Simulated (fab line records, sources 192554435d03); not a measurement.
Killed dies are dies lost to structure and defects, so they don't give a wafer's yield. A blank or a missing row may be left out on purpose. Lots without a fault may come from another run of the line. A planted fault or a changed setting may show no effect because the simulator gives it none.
A struck lot beside a sound one | flow n5_finfet | 22 steps out of a route of 1938
Sound: wafers L144.2, L144.3, L144.6. Struck: wafers L140.2, L140.3, L140.4. The cause comes at the end.
At each step with rows: each side's tool, then ch and its chambers, then its first start. Under that, the readings that differ: sound wafers | struck wafers | difference of the means | sigmas: that difference in standard deviations of wafers without a fault.
alike: readings whose means differ by less than 2 such deviations, and words and numbers that are the same on both sides. not compared: withheld readings, readings that some wafer has no value for, bounds like >300 that may hide the same value, and numbers for which the record gives no deviation and whose values overlap.
The two part at a step that has a row with sigmas, a row that says differs or no value, or rows on one side only. Numbers that don't overlap but have no deviation are shown without sigmas and don't part them. A reading that every wafer of one side lacks parts them only if that side has two wafers or more.

first, 9 steps without rows for these wafers: N5_BEOL_M5_DEVELOP_10 (develop time 30 s); N5_BEOL_M5_DESCUM_16 (chemistry O2, time 7 s); N5_BEOL_M5_ETCH_72 (etches underlayer in N2/H2, target depth 6.5 nm, time 5.2 s); N5_BEOL_M5_ETCH_61 (etches SiARC in CF4, target depth 15.6 nm, time 26 s); N5_BEOL_M5_ETCH_62 (etches SOC in N2/H2, target depth 75 nm, overetch 15 nm, time 112.5 s); N5_BEOL_M5_STRIP_63 (strips in N2/H2); N5_BEOL_M5_STRIP_73 (strips in N2/H2); N5_BEOL_M5_STRIP_64 (strips in CF4); N5_BEOL_M5_HM_OPEN_17 (chemistry Cl2/BCl3, target TiN, target depth 20 nm, overetch 6 nm).
N5_BEOL_M5_STRIP_19: strips in O2.
  sound on rie_diel-02 ch 1,2,3, day 12 19:31; struck on rie_diel-06 ch 0,1,2, day 11 07:47
  alike: drypump_motor_current_A, oes_product_au, rf_vpp_V, showerhead_plenum_p_Torr, throttle_valve_pct
  not compared: rf_hours_counter_h
then, 9 steps without rows for these wafers: N5_BEOL_M5_COAT_65 (time 60 s, resist thk 60 nm); N5_BEOL_M5_COAT_66 (time 60 s, resist thk 12 nm); N5_BEOL_M5_COAT_74 (time 60 s, resist thk 5 nm); N5_BEOL_M5_COAT_22 (resist thk 30 nm); N5_BEOL_M5_EBR_24; N5_BEOL_M5_SOFTBAKE_23 (time 60 s); N5_BEOL_M5_EXPOSE_25 (exposes mask V4, defocus 10 nm); N5_BEOL_M5_PEB_26 (peb time 60 s); N5_BEOL_M5_DEVELOP_27 (develop time 30 s).
N5_BEOL_M5_INSPECT_30: inspects for defects (brightfield).
  sound on defect_inspect-01, day 12 21:38; struck on defect_inspect-02, day 11 13:36
  reading          | sound       | struck      | difference | sigmas
  raw_defect_count | 444 448 413 | 821 825 866 | +402       | +4
then, 1 step without rows for these wafers: N5_BEOL_M5_DESCUM_33 (chemistry O2, time 7 s).
-- the record jumps here: 4 days lie between the struck wafers' starts before and after (it left off in module BEOL_M5 and takes up again in module PASSIVATION, whose first step shown is number 1936 of the route) --
N5_PASSIVATION_PROBE_49:
  the record has rows for the struck wafers here (prober-01, day 15 12:27) and none for the sound ones

WHERE THEY PART
First at N5_BEOL_M5_INSPECT_30; last, within this record, at N5_PASSIVATION_PROBE_49.

WHY: what the simulator had put in
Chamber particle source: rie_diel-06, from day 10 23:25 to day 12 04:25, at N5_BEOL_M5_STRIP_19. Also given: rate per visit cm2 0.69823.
